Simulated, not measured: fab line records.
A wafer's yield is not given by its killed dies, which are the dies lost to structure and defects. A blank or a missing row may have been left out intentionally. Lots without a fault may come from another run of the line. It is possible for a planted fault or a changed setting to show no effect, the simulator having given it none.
fab line records    flow n5-finfet
record lots=9  wafers=27  last-day=18
route steps=1938 shown SPACER0@260 SD_EPI_N@274 BEOL_M4@1111 PASSIVATION@1936
lots that met no fault: taken from a fault-free run of the same line
start-h: the number of hours between the record's first day and the start of the first shown wafer of the lot    wait-h: hours elapsed since this lot's preceding step    " unchanged from the row above    L1.1+2: a row that stands for several wafers    - no value, or no start given    * or withheld: withheld    < > ~ a bound
route shown NAME@n: names a module that has steps shown in the file, with the first one's number in the route    usual: mean/standard deviation taken from wafers without a fault    same: alike in all rows    chamber/n: place in a boat    sites: per-site readings    _std_site: how widely they spread, as a standard deviation    _edge_site: outer sites' mean less inner sites'    radius-mm: for every site, how far away it sits from the centre of the wafer    mask NAME#n: copy n    behind: the most recent tool/chamber to have shaped the wafer    hold: what put the lot on hold/how long, in hours/how the hold closed    device: the n, p or np transistor that did not switch    end of line: at the end of the route, the tests of the same wafers    a step given without rows: its recipe and nothing more    killed: dies that structure and defects cost at the first sort, which is not the same as the wafer's yield    map: a wafer's dies, marking killed ones x, the rest . and places with no die _
set.NAME: the setting the step ran with; set.NAME@STEP: the setting that earlier step ran with    model.NAME: the simulator's own value behind a step, which no gauge read
a sample of lots followed through the steps of the route, with each step as a table and each wafer as a row
services: a tool's chamber out of use, with start hour (start-h, from the record's first day; less than 0 if before it), hours out, and reason
## steps
# step N5_SPACER0_ALD_08
# recipe material=SiNx  target-thk-a=20  temp-c=400  ald-precursor-family=SiH2I2  ald-co-reactant=N2/H2-plasma  pressure-torr=2
# usual heater-power-w=867/74  susceptor-temp-C=399.99/0.23
lot.wafer  tool        chamber  start-h  wait-h  heater-power-w  susceptor-temp-C
L836.2     ald-sin-03  2        50.07    0.1     809             400.17
L836.5     "           1        "        "       898             400.00
L836.6     "           2        "        "       804             399.84
L838.1     ald-sin-01  3        59.73    0.1     816             400.03
L838.2     "           0        "        "       840             399.92
L838.5     "           2        "        "       954             400.33
L839.1     ald-sin-01  0        66.72    0.1     837             400.18
L839.2     "           3        "        "       821             399.76
L839.5     "           2        "        "       978             399.07
L843.2     ald-sin-04  1        92.07    0.1     918             400.30
L843.5     "           1        "        "       865             400.10
L843.6     "           0        "        "       746             400.05
L848.3     ald-sin-03  3        123.74   0.1     821             399.75
L848.4     "           0        "        "       851             399.90
L848.5     "           1        "        "       894             399.77
L853.1     ald-sin-01  1        151.52   0.1     783             400.35
L853.5     "           1        "        "       795             399.90
L853.6     "           0        "        "       832             399.91
L854.4     ald-sin-03  0        156.00   0.1     858             399.62
L854.5     "           2        "        "       820             400.19
L854.6     "           3        "        "       826             400.41
L856.2     ald-sin-01  0        168.16   0.1     847             399.93
L856.4     "           3        "        "       839             399.86
L856.6     "           3        "        "       837             400.27
L857.1     ald-sin-01  1        173.05   0.1     792             399.97
L857.4     "           3        "        "       826             399.98
L857.5     "           1        "        "       786             400.28
# step N5_SD_EPI_N_ETCH_34
# recipe chemistry=CF4  target=SiARC  target-depth-a=455  mask-material=CAR-ArF-block  time-s=75.8  ion-energy-ev=80  pressure-mtorr=40  source-w=545  bias-w=36  Ar_flow_sccm=100  cf4-flow-sccm=100  ends=cleared
# usual drypump-motor-current-A=5.9/0.5  etch-rf-on-time-s=75.3/1.8  oes-product-au=0.66/0.074  rf-vpp-V=184.3/1.3  showerhead-plenum-p-Torr=2.17/0.078  throttle-valve-pct=15.55/0.23
lot.wafer  tool         chamber  start-h  wait-h  drypump-motor-current-A  etch-rf-on-time-s  oes-product-au  rf-hours-counter-h  rf-vpp-V  showerhead-plenum-p-Torr  throttle-valve-pct
L836.2     rie-diel-05  0        50.62    0.0     5.6                      75.6               0.60            202                 184.1     2.22                      15.89
L836.5     "            1        "        "       6.5                      76.2               0.63            -                   184.3     2.13                      15.22
L836.6     "            2        "        "       5.6                      75.9               0.64            -                   186.5     2.23                      15.72
L838.1     rie-diel-02  0        60.41    0.0     6.2                      76.3               0.63            159                 184.5     2.23                      15.34
L838.2     "            3        "        "       6.0                      77.6               0.59            246                 183.3     2.04                      16.02
L838.5     "            0        "        "       6.2                      76.3               0.63            -                   187.2     2.23                      15.33
L839.1     rie-diel-02  3        67.67    0.0     6.0                      77.0               0.58            249                 180.9     2.04                      16.02
L839.2     "            0        "        "       6.3                      75.8               0.64            162                 183.4     2.23                      15.33
L839.5     "            0        "        "       6.2                      76.1               0.63            -                   184.8     2.23                      15.34
L843.2     rie-diel-02  3        92.62    0.0     6.0                      74.5               0.86            0                   185.8     2.30                      15.56
L843.5     "            2        "        "       5.7                      74.3               0.74            -                   183.8     2.16                      15.45
L843.6     "            3        "        "       6.0                      74.2               0.87            -                   185.9     2.30                      15.57
L848.3     rie-diel-02  3        124.29   0.0     6.0                      73.9               0.82            15                  184.8     2.29                      15.61
L848.4     "            2        "        "       5.7                      73.4               0.71            66                  185.4     2.16                      15.47
L848.5     "            3        "        "       6.0                      73.2               0.83            -                   185.0     2.29                      15.61
L853.1     rie-diel-01  3        152.08   0.0     5.1                      73.5               0.75            44                  183.2     2.11                      15.35
L853.5     "            1        "        "       6.2                      73.5               0.71            -                   186.4     2.25                      15.52
L853.6     "            0        "        "       6.8                      78.3               0.63            -                   185.8     2.15                      15.72
L854.4     rie-diel-01  3        156.55   0.0     5.1                      73.8               0.75            45                  184.8     2.11                      15.36
L854.5     "            3        "        "       5.1                      73.7               0.74            -                   182.7     2.11                      15.36
L854.6     "            2        "        "       4.9                      77.8               0.60            -                   185.4     2.04                      15.60
L856.2     rie-diel-02  0        169.14   0.0     6.3                      74.7               0.61            202                 183.7     2.22                      15.41
L856.4     "            3        "        "       6.0                      74.1               0.79            30                  185.9     2.29                      15.62
L856.6     "            1        "        "       6.5                      76.5               0.79            -                   186.1     2.28                      15.24
L857.1     rie-diel-05  0        173.60   0.0     5.7                      76.4               0.58            239                 184.2     2.21                      15.96
L857.4     "            1        "        "       6.5                      76.6               0.61            200                 183.4     2.11                      15.31
L857.5     "            0        "        "       5.7                      76.0               0.58            -                   184.8     2.21                      15.98
# step N5_SD_EPI_N_EPI_MEAS_23
# recipe mode=xrd
# usual thk-nm=59.2/1.2
lot.wafer  tool           chamber  start-h  wait-h  thk-nm
L836.2     film-metro-02  -        53.98    1.2     58.0
L836.5     "              -        "        "       56.7
L836.6     "              -        "        "       58.5
L838.1     film-metro-02  -        64.00    1.4     60.2
L838.2     "              -        "        "       57.3
L838.5     "              -        "        "       59.5
L839.1     film-metro-01  -        71.03    1.4     59.3
L839.2     "              -        "        "       60.1
L839.5     "              -        "        "       59.2
L843.2     film-metro-01  -        96.23    1.2     58.8
L843.5     "              -        "        "       58.6
L843.6     "              -        "        "       60.4
L848.3     film-metro-01  -        127.65   0.9     59.4
L848.4     "              -        "        "       59.5
L848.5     "              -        "        "       60.1
L853.1     film-metro-02  -        156.17   1.9     58.7
L853.5     "              -        "        "       58.4
L853.6     "              -        "        "       58.7
L854.4     film-metro-01  -        159.91   0.6     60.0
L854.5     "              -        "        "       61.8
L854.6     "              -        "        "       58.6
L856.2     film-metro-01  -        172.52   1.2     60.5
L856.4     "              -        "        "       57.7
L856.6     "              -        "        "       59.2
L857.1     film-metro-01  -        176.96   1.4     59.3
L857.4     "              -        "        "       60.5
L857.5     "              -        "        "       59.6
# step N5_SD_EPI_N_PRECLEAN_49
# recipe chemistry=NF3:NH3  afs-cycles=1  temp-c=30  time-s=20  sublimation-temp-c=180  sublimation-time-s=60  pressure-torr=3  rf-power-w=30
# usual rf-power-w=30.01/0.086  temp-c=30.00/0.13  time-s=20/0
lot.wafer  tool              chamber  start-h  wait-h  rf-power-w  temp-c  time-s
L836.2     remote-plasma-01  1        54.11    0.1     30.14       30.17   20
L836.5     "                 1        "        "       30.01       29.94   20
L836.6     "                 1        "        "       30.14       30.13   20
L838.1     remote-plasma-01  0        64.14    0.0     30.06       29.90   20
L838.2     "                 0        "        "       29.89       30.06   20
L838.5     "                 0        "        "       29.98       29.83   20
L839.1     remote-plasma-02  0        71.13    0.0     29.98       30.18   20
L839.2     "                 0        "        "       30.05       30.04   20
L839.5     "                 0        "        "       29.95       30.06   20
L843.2     remote-plasma-02  0        96.36    0.1     29.98       29.98   20
L843.5     "                 0        "        "       30.01       30.15   20
L843.6     "                 0        "        "       30.04       29.93   20
L848.3     remote-plasma-02  0        127.81   0.1     29.98       30.22   19.004
L848.4     "                 0        "        "       29.99       30.09   19.004
L848.5     "                 0        "        "       29.97       30.13   19.004
L853.1     remote-plasma-02  1        156.27   0.0     29.95       30.12   19.004
L853.5     "                 1        "        "       29.96       29.91   19.004
L853.6     "                 1        "        "       29.79       29.93   19.004
L854.4     remote-plasma-01  0        160.10   0.1     30.00       30.05   20
L854.5     "                 0        "        "       29.90       29.81   20
L854.6     "                 0        "        "       29.93       29.96   20
L856.2     remote-plasma-01  0        172.65   0.1     29.92       29.89   20
L856.4     "                 0        "        "       29.84       30.06   20
L856.6     "                 0        "        "       29.87       30.15   20
L857.1     remote-plasma-01  1        177.06   0.0     30.14       30.14   20
L857.4     "                 1        "        "       30.07       30.00   20
L857.5     "                 1        "        "       30.00       30.28   20
# step N5_BEOL_M4_RC_MEAS_101
# usual DIBL_N=36.3/1.8  DIBL_P=36.5/2.1  IOFF_N=0.16/0.031  IOFF_P=0.22/0.038  ION_N=677/12  ION_P=466/7.8  SS_N=71.5/0.61  SS_P=73.2/0.7  VT_N=249/3  VT_P=-248.9/3
lot.wafer  tool       chamber  start-h  wait-h  DIBL_N[mV/V]  DIBL_P[mV/V]  IOFF_N[nA/um]  IOFF_P[nA/um]  ION_N[uA/um]  ION_P[uA/um]  SS_N[mV/dec]  SS_P[mV/dec]  VT_N[mV]  VT_P[mV]
L836.2     prober-02  0        187.03   1.1     34.6          35.1          0.14           0.22           676           472           71.2          73.5          251       -245.7
L836.5     "          0        "        "       36.4          37.0          0.17           0.24           682           474           70.5          73.3          246       -246.0
L836.6     "          0        "        "       34.8          34.2          0.13           0.21           662           464           71.4          72.3          252       -249.5
L838.1     prober-02  0        200.24   0.0     38.2          38.6          0.20           0.24           693           464           72.0          73.6          247       -246.9
L838.2     "          0        "        "       36.2          36.3          0.17           0.20           688           462           71.4          72.0          250       -250.2
L838.5     "          0        "        "       39.2          38.9          0.22           0.27           691           466           72.4          73.8          244       -246.2
L839.1     prober-02  0        201.17   0.8     35.9          36.8          0.15           0.20           667           456           72.2          73.3          250       -249.2
L839.2     "          0        "        "       36.7          37.7          0.17           0.22           664           459           72.4          73.4          252       -251.5
L839.5     "          0        "        "       36.4          37.2          0.16           0.20           687           463           71.9          73.5          248       -251.7
L843.2     prober-02  0        217.02   0.2     35.5          37.0          0.17           0.27           689           478           71.1          73.5          246       -243.1
L843.5     "          0        "        "       34.6          35.8          0.15           0.24           687           480           71.0          72.2          249       -246.4
L843.6     "          0        "        "       39.3          42.0          0.28           0.38           708           488           72.2          73.6          238       -240.6
L848.3     prober-01  0        249.30   0.3     37.9          38.5          0.17           0.26           681           468           71.8          73.0          249       -246.4
L848.4     "          0        "        "       34.4          33.2          0.11           0.18           655           456           70.1          71.7          257       -253.3
L848.5     "          0        "        "       35.5          34.8          0.13           0.20           670           465           70.9          72.9          253       -249.0
L854.4     prober-02  0        281.58   0.5     34.9          35.1          0.15           0.21           681           469           71.1          72.8          247       -249.8
L854.5     "          0        "        "       37.3          38.4          0.20           0.25           686           470           71.6          73.8          247       -248.2
L854.6     "          0        "        "       34.2          34.0          0.14           0.18           664           462           71.3          72.1          251       -254.4
L853.1     prober-01  0        281.64   0.0     35.2          34.0          0.14           0.20           668           466           71.4          72.5          251       -248.6
L853.5     "          0        "        "       35.4          34.4          0.14           0.20           670           470           70.9          72.0          250       -248.9
L853.6     "          0        "        "       36.0          35.0          0.16           0.22           685           478           71.8          72.4          248       -248.1
L856.2     prober-02  0        300.58   0.2     33.1          33.0          0.12           0.19           661           466           70.7          71.9          255       -247.7
L856.4     "          0        "        "       34.5          34.4          0.14           0.21           685           470           70.8          73.4          251       -247.6
L856.6     "          0        "        "       35.5          35.7          0.16           0.23           669           469           70.9          72.7          248       -248.0
L857.1     prober-02  0        307.68   0.0     32.2          32.2          0.10           0.15           641           449           70.8          72.1          256       -254.0
L857.4     "          0        "        "       32.5          32.5          0.11           0.15           671           462           70.4          72.4          255       -252.8
L857.5     "          0        "        "       33.8          33.8          0.12           0.17           650           453           70.7          72.5          253       -252.0
# step N5_PASSIVATION_PROBE_49
# usual defect-limited-yield=91.2/1.5  killed_at_M0_to_M3=33/9.6  killed_at_M4_up=14/5.6  killed-at-contacts=14/5.5  killed-at-front-end=40/13  killed-at-other=4/3  killed-dies=104/17  killed-open=68/13  killed-short=33/7.2  sort_bin_4_leakage=0.00/0.014  sort_bin_5_function=5.2/0.95  sort_bin_6_memory=3.3/0.62  sort_bin_8_speed=0.00/0.012  sort-n-pass=1076/17  sort-yield-pct=91.2/1.5
# same gross-dies=1180  killed-at-back-side=0
lot.wafer  tool       chamber  start-h  wait-h  defect-limited-yield[%]  killed_at_M0_to_M3  killed_at_M4_up  killed-at-contacts  killed-at-front-end  killed-at-other  killed-dies  killed-open  killed-short  sort_bin_4_leakage[%]  sort_bin_5_function[%]  sort_bin_6_memory[%]  sort_bin_8_speed[%]  sort-n-pass  sort-yield-pct[%]
L836.2     prober-02  -        293.71   0.1     92.9                     32                  17               15                  19                   1                84           54           26            0                      4.6                     2.5                   0                    1096         92.9
L836.5     prober-02  -        293.86   0.2     93.8                     21                  16               13                  20                   3                73           44           25            0                      3.9                     1.8                   0                    1107         93.8
L836.6     prober-02  -        293.91   0.3     91.3                     38                  20               14                  22                   9                103          73           27            0                      5.5                     3.0                   0                    1077         91.3
L838.1     prober-02  -        312.44   0.0     90.9                     30                  30               8                   36                   3                107          75           27            0                      5.3                     3.5                   0                    1073         90.9
L838.2     prober-02  -        312.49   0.1     94.0                     14                  11               10                  34                   2                71           42           23            0                      3.6                     1.9                   0                    1109         94.0
L838.5     prober-02  -        312.64   0.2     91.0                     23                  31               22                  27                   3                106          69           36            0                      5.1                     3.4                   0                    1074         91.0
L839.1     prober-02  -        315.63   0.0     91.0                     43                  9                9                   39                   6                106          70           36            0                      5.3                     3.5                   0                    1074         91.0
L839.2     prober-02  -        315.68   0.1     91.8                     27                  15               13                  34                   8                97           68           29            0                      5.1                     2.7                   0                    1083         91.8
L839.5     prober-02  -        315.83   0.2     91.4                     33                  10               15                  34                   10               102          66           36            0                      5.3                     3.1                   0                    1078         91.4
L843.2     prober-01  -        322.54   0.1     89.7                     47                  15               19                  39                   1                121          83           38            0                      6.8                     2.9                   0                    1059         89.7
L843.5     prober-01  -        322.69   0.2     92.5                     46                  9                8                   25                   0                88           56           32            0                      4.3                     2.9                   0                    1092         92.5
L843.6     prober-01  -        322.74   0.3     91.7                     32                  19               9                   32                   6                98           70           27            0.17                   5.2                     2.9                   0                    1080         91.5
L848.3     prober-02  -        346.95   0.1     90.8                     20                  7                8                   70                   4                109          69           40            0                      6.1                     2.8                   0                    1071         90.8
L848.4     prober-02  -        347.00   0.2     92.6                     19                  7                14                  45                   2                87           59           26            0                      4.1                     2.8                   0                    1093         92.6
L848.5     prober-02  -        347.05   0.2     92.4                     24                  13               14                  38                   1                90           61           27            0                      4.5                     2.8                   0                    1090         92.4
L854.4     prober-01  -        393.99   0.2     90.1                     38                  16               13                  50                   0                117          68           46            0                      6.3                     3.3                   0                    1063         90.1
L854.5     prober-01  -        394.04   0.2     89.2                     63                  12               12                  37                   3                127          86           40            0                      6.3                     4.1                   0                    1053         89.2
L854.6     prober-01  -        394.09   0.3     91.0                     37                  7                21                  41                   0                106          63           37            0                      5.6                     2.7                   0                    1074         91.0
L853.1     prober-02  -        397.74   0.0     87.9                     34                  25               9                   68                   7                143          99           42            0                      7.6                     4.1                   0                    1037         87.9
L853.5     prober-02  -        397.94   0.2     88.7                     34                  25               7                   61                   6                133          80           49            0                      6.4                     3.8                   0                    1047         88.7
L853.6     prober-02  -        397.99   0.3     90.8                     43                  13               7                   45                   1                109          74           32            0                      5.3                     3.3                   0                    1071         90.8
L856.2     prober-02  -        409.54   0.1     90.8                     43                  3                15                  46                   2                109          75           29            0                      4.5                     4.0                   0                    1071         90.8
L856.4     prober-02  -        409.64   0.2     87.6                     53                  16               15                  62                   0                146          103          41            0                      7.1                     4.8                   0                    1034         87.6
L856.6     prober-02  -        409.74   0.3     91.6                     30                  12               14                  41                   2                99           63           33            0                      4.6                     3.7                   0                    1081         91.6
L857.1     prober-02  -        426.33   0.0     92.0                     18                  23               2                   49                   2                94           58           28            0                      5.1                     2.4                   0                    1086         92.0
L857.4     prober-02  -        426.48   0.2     90.7                     36                  10               6                   53                   5                110          69           37            0                      5.3                     3.5                   0                    1070         90.7
L857.5     prober-02  -        426.53   0.2     92.5                     35                  2                5                   44                   2                88           54           31            0                      4.4                     2.8                   0.08                 1091         92.5
# killed by level:class
L836.2 MOL_CONTACT_COAG:geometric-particle:open=12 BEOL_M1:geometric-particle:open=8 BEOL_M0_SAQP:geometric-particle:short=7 BEOL_M3:geometric-particle:open=7 BEOL_M4:geometric-particle:open=7 FIN_SAQP:geometric-particle:short=4 STI_FIN_REVEAL:geometric-particle:open=3 MOL_CONTACT_COAG:geometric-particle:short=3
L836.5 MOL_CONTACT_COAG:geometric-particle:open=11 BEOL_M0_SAQP:geometric-particle:open=5 BEOL_M2:geometric-particle:open=5 FIN_SAQP:geometric-particle:open=4 GATE_CUT:geometric-particle:short=4 BEOL_M5:geometric-particle:open=4 BEOL_M3:geometric-particle:open=3 BEOL_M5:geometric-particle:short=3
L836.6 MOL_CONTACT_COAG:geometric-particle:open=14 BEOL_M0_SAQP:geometric-particle:open=12 GATE_CUT:geometric-particle:open=10 BEOL_M5:geometric-particle:open=8 GATE_CUT:geometric-particle:short=5 BEOL_M2:geometric-particle:open=5 BEOL_M4:geometric-particle:open=4 BEOL_M0_SAQP:geometric-particle:short=4
L838.1 BEOL_M4:geometric-particle:open=15 FIN_SAQP:geometric-particle:open=11 BEOL_M2:geometric-particle:open=11 FIN_SAQP:geometric-particle:short=8 BEOL_M3:geometric-particle:open=6 MOL_CONTACT_COAG:geometric-particle:open=5 BEOL_M5:geometric-particle:open=5 STI_FIN_REVEAL:geometric-particle:open=3
L838.2 FIN_SAQP:geometric-particle:open=8 BEOL_M4:geometric-particle:open=8 MOL_CONTACT_COAG:geometric-particle:open=7 HKMG_FIN:area-etch=5 STI_FIN_REVEAL:geometric-particle:open=4 BEOL_M0_SAQP:geometric-particle:short=4 FIN_SAQP:geometric-particle:short=3 DUMMY_GATE:geometric-particle:short=3
L838.5 MOL_CONTACT_COAG:geometric-particle:open=19 BEOL_M4:geometric-particle:open=15 FIN_SAQP:geometric-particle:open=8 BEOL_M0_SAQP:geometric-particle:short=8 GATE_CUT:geometric-particle:short=5 BEOL_M2:geometric-particle:open=5 BEOL_M5:geometric-particle:open=5 BEOL_M0_SAQP:geometric-particle:open=4
L839.1 FIN_SAQP:geometric-particle:open=12 BEOL_M2:geometric-particle:open=11 FIN_SAQP:geometric-particle:short=7 MOL_CONTACT_COAG:geometric-particle:open=7 BEOL_M3:geometric-particle:open=7 DUMMY_GATE:geometric-particle:open=6 BEOL_M0_SAQP:geometric-particle:open=6 BEOL_M0:geometric-particle:open=4
L839.2 MOL_CONTACT_COAG:geometric-particle:open=12 BEOL_M4:geometric-particle:open=10 FIN_SAQP:geometric-particle:short=9 FIN_SAQP:geometric-particle:open=7 DUMMY_GATE:geometric-particle:open=7 BEOL_M3:geometric-particle:open=7 STI_FIN_REVEAL:geometric-particle:open=5 BEOL_M3:geometric-particle:short=5
L839.5 BEOL_M0_SAQP:geometric-particle:open=12 FIN_SAQP:geometric-particle:short=11 FIN_SAQP:geometric-particle:open=10 MOL_CONTACT_COAG:geometric-particle:open=10 BEOL_M0_SAQP:geometric-particle:short=7 PASS1_CAP:geometric-particle:open=7 MOL_CONTACT_COAG:geometric-particle:short=5 BEOL_M3:geometric-particle:open=5
L843.2 STI_FIN_REVEAL:geometric-particle:open=13 BEOL_M0_SAQP:geometric-particle:short=12 BEOL_M0_SAQP:geometric-particle:open=11 MOL_CONTACT_COAG:geometric-particle:open=10 BEOL_M2:geometric-particle:open=10 MOL_CONTACT_COAG:geometric-particle:short=9 BEOL_M3:geometric-particle:open=9 FIN_SAQP:geometric-particle:open=6
L843.5 BEOL_M0_SAQP:geometric-particle:short=13 BEOL_M2:geometric-particle:open=10 BEOL_M0_SAQP:geometric-particle:open=9 STI_FIN_REVEAL:geometric-particle:open=6 MOL_CONTACT_COAG:geometric-particle:open=6 BEOL_M3:geometric-particle:open=5 STARTING-WAFER:geometric-particle:open=5 BEOL_M3:geometric-particle:short=4
L843.6 STI_FIN_REVEAL:geometric-particle:open=13 BEOL_M3:geometric-particle:open=10 MOL_CONTACT_COAG:geometric-particle:open=7 BEOL_M4:geometric-particle:open=7 STARTING-WAFER:geometric-particle:open=6 FIN_SAQP:geometric-particle:short=4 BEOL_M0_SAQP:geometric-particle:short=4 BEOL_M0_SAQP:geometric-particle:open=4
L848.3 STI_FIN_REVEAL:geometric-particle:open=18 FIN_SAQP:geometric-particle:short=16 MOL_CONTACT_COAG:geometric-particle:open=8 GATE_CUT:geometric-particle:short=7 SPACER0:geometric-particle:open=6 STI_FIN_REVEAL:geometric-particle:short=4 SPACER0:geometric-particle:short=4 BEOL_M0_SAQP:geometric-particle:open=4
L848.4 GATE_CUT:geometric-particle:open=11 MOL_CONTACT_COAG:geometric-particle:open=11 STI_FIN_REVEAL:geometric-particle:open=7 FIN_SAQP:geometric-particle:open=5 BEOL_M0_SAQP:geometric-particle:open=5 BEOL_M1:geometric-particle:open=5 FIN_SAQP:geometric-particle:short=4 STI_FIN_REVEAL:geometric-particle:short=4
L848.5 MOL_CONTACT_COAG:geometric-particle:open=9 DUMMY_GATE:geometric-particle:open=8 GATE_CUT:geometric-particle:open=6 BEOL_M1:geometric-particle:open=6 MOL_CONTACT_COAG:geometric-particle:short=5 FIN_SAQP:geometric-particle:open=4 FIN_SAQP:geometric-particle:short=4 STI_FIN_REVEAL:geometric-particle:open=4
L854.4 BEOL_M0_SAQP:geometric-particle:short=12 STI_FIN_REVEAL:geometric-particle:open=11 MOL_CONTACT_COAG:geometric-particle:open=11 FIN_SAQP:geometric-particle:short=8 BEOL_M4:geometric-particle:open=8 BEOL_M2:geometric-particle:open=6 GATE_CUT:geometric-particle:short=5 GATE_CUT:geometric-particle:open=5
L854.5 BEOL_M0_SAQP:geometric-particle:open=22 BEOL_M0_SAQP:geometric-particle:short=17 BEOL_M2:geometric-particle:open=13 MOL_CONTACT_COAG:geometric-particle:open=10 FIN_SAQP:geometric-particle:short=8 BEOL_M4:geometric-particle:open=7 STI_FIN_REVEAL:geometric-particle:open=6 DUMMY_GATE:geometric-particle:open=6
L854.6 MOL_CONTACT_COAG:geometric-particle:open=17 BEOL_M0_SAQP:geometric-particle:short=12 BEOL_M0_SAQP:geometric-particle:open=9 BEOL_M2:geometric-particle:open=6 STI_FIN_REVEAL:geometric-particle:open=6 GATE_CUT:geometric-particle:short=6 DUMMY_GATE:geometric-particle:open=5 HKMG_FIN:area-etch=5
L853.1 STI_FIN_REVEAL:geometric-particle:open=18 FIN_SAQP:geometric-particle:open=15 BEOL_M4:geometric-particle:open=12 BEOL_M2:geometric-particle:open=11 FIN_SAQP:geometric-particle:short=8 DUMMY_GATE:geometric-particle:open=8 BEOL_M0_SAQP:geometric-particle:open=8 GATE_CUT:geometric-particle:open=7
L853.5 FIN_SAQP:geometric-particle:open=24 FIN_SAQP:geometric-particle:short=16 BEOL_M4:geometric-particle:open=12 BEOL_M0_SAQP:geometric-particle:short=8 BEOL_M1:geometric-particle:open=6 BEOL_M2:geometric-particle:open=6 BEOL_M4:geometric-particle:short=5 BEOL_M0_SAQP:geometric-particle:open=5
L853.6 FIN_SAQP:geometric-particle:open=13 BEOL_M0_SAQP:geometric-particle:short=12 BEOL_M4:geometric-particle:open=10 BEOL_M0_SAQP:geometric-particle:open=9 STI_FIN_REVEAL:geometric-particle:open=7 BEOL_M2:geometric-particle:open=7 MOL_CONTACT_COAG:geometric-particle:open=6 FIN_SAQP:geometric-particle:short=5
L856.2 STI_FIN_REVEAL:geometric-particle:open=19 MOL_CONTACT_COAG:geometric-particle:open=14 BEOL_M3:geometric-particle:open=9 BEOL_M0_SAQP:geometric-particle:open=8 BEOL_M2:geometric-particle:open=6 BEOL_M0_SAQP:geometric-particle:short=6 FIN_SAQP:geometric-particle:open=5 BEOL_M3:geometric-particle:short=5
L856.4 STI_FIN_REVEAL:geometric-particle:open=34 MOL_CONTACT_COAG:geometric-particle:open=13 BEOL_M2:geometric-particle:open=12 BEOL_M3:geometric-particle:open=11 BEOL_M0_SAQP:geometric-particle:short=10 FIN_SAQP:geometric-particle:open=8 BEOL_M0_SAQP:geometric-particle:open=8 STI_FIN_REVEAL:geometric-particle:short=7
L856.6 MOL_CONTACT_COAG:geometric-particle:open=11 STI_FIN_REVEAL:geometric-particle:open=9 BEOL_M3:geometric-particle:open=8 FIN_SAQP:geometric-particle:open=7 STI_FIN_REVEAL:geometric-particle:short=6 BEOL_M2:geometric-particle:open=6 BEOL_M4:geometric-particle:open=6 FIN_SAQP:geometric-particle:short=5
L857.1 FIN_SAQP:geometric-particle:open=8 DUMMY_GATE:geometric-particle:open=8 BEOL_M4:geometric-particle:open=8 STI_FIN_REVEAL:geometric-particle:open=7 GATE_CUT:geometric-particle:short=7 BEOL_M3:geometric-particle:open=5 BEOL_M8:geometric-particle:open=5 BEOL_M0_SAQP:geometric-particle:short=4
L857.4 BEOL_M2:geometric-particle:open=13 FIN_SAQP:geometric-particle:open=12 FIN_SAQP:geometric-particle:short=10 STI_FIN_REVEAL:geometric-particle:open=9 DUMMY_GATE:geometric-particle:open=8 BEOL_M3:geometric-particle:open=7 MOL_CONTACT_COAG:geometric-particle:open=6 BEOL_M0_SAQP:geometric-particle:short=5
L857.5 STI_FIN_REVEAL:geometric-particle:open=13 FIN_SAQP:geometric-particle:open=9 BEOL_M3:geometric-particle:open=8 BEOL_M0_SAQP:geometric-particle:short=8 STI_FIN_REVEAL:geometric-particle:short=5 BEOL_M0_SAQP:geometric-particle:open=5 BEOL_M1:geometric-particle:open=5 FIN_SAQP:geometric-particle:short=4
## services
tool              chamber  start-h  hours  kind
ald-sin-04        1        31.27    4.2    repair
rie-diel-02       0        44.15    1.3    repair
rie-diel-02       -        44.53    0.1    repair
ald-sin-01        2        47.66    1.4    repair
rie-diel-02       1        54.43    23.6   repair
ald-sin-01        1        62.26    4.0    repair
rie-diel-02       3        78.32    -      clean
rie-diel-02       3        78.32    -      consumable-replace:focus-ring
rie-diel-02       3        78.32    -      consumable-replace:showerhead
rie-diel-02       3        78.32    12.3   scheduled-down
rie-diel-02       3        78.32    12.3   vent-cycle
rie-diel-02       1        90.78    3.3    repair
rie-diel-02       1        94.14    -      clean
rie-diel-02       1        94.14    -      consumable-replace:focus-ring
rie-diel-02       1        94.14    -      consumable-replace:showerhead
rie-diel-02       1        94.14    24.2   scheduled-down
rie-diel-02       1        94.14    24.2   vent-cycle
remote-plasma-02  -        100.24   0.2    repair
rie-diel-05       2        107.24   8.5    repair
rie-diel-01       3        165.61   6.2    repair
## key
first-sign step=N5_SD_EPI_N_PRECLEAN_49  reading=time-s  direction=down  sigmas=99+  usual=*  struck=*
effect none on later readings
met-at N5_SD_EPI_N_PRECLEAN_49
struck-lots L848,L853
not-acting-at N5_SPACER0_ALD_08,N5_SD_EPI_N_ETCH_34,N5_SD_EPI_N_EPI_MEAS_23
onset-between 96.36 127.81
fault kind=process-parameter-drift  tool=remote-plasma-02  chamber=-  onset-h=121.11  steps=N5_SD_EPI_N_PRECLEAN_49  channel=time-s  offset=*  shape=step  end-h=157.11  acts-in=*  stated=*
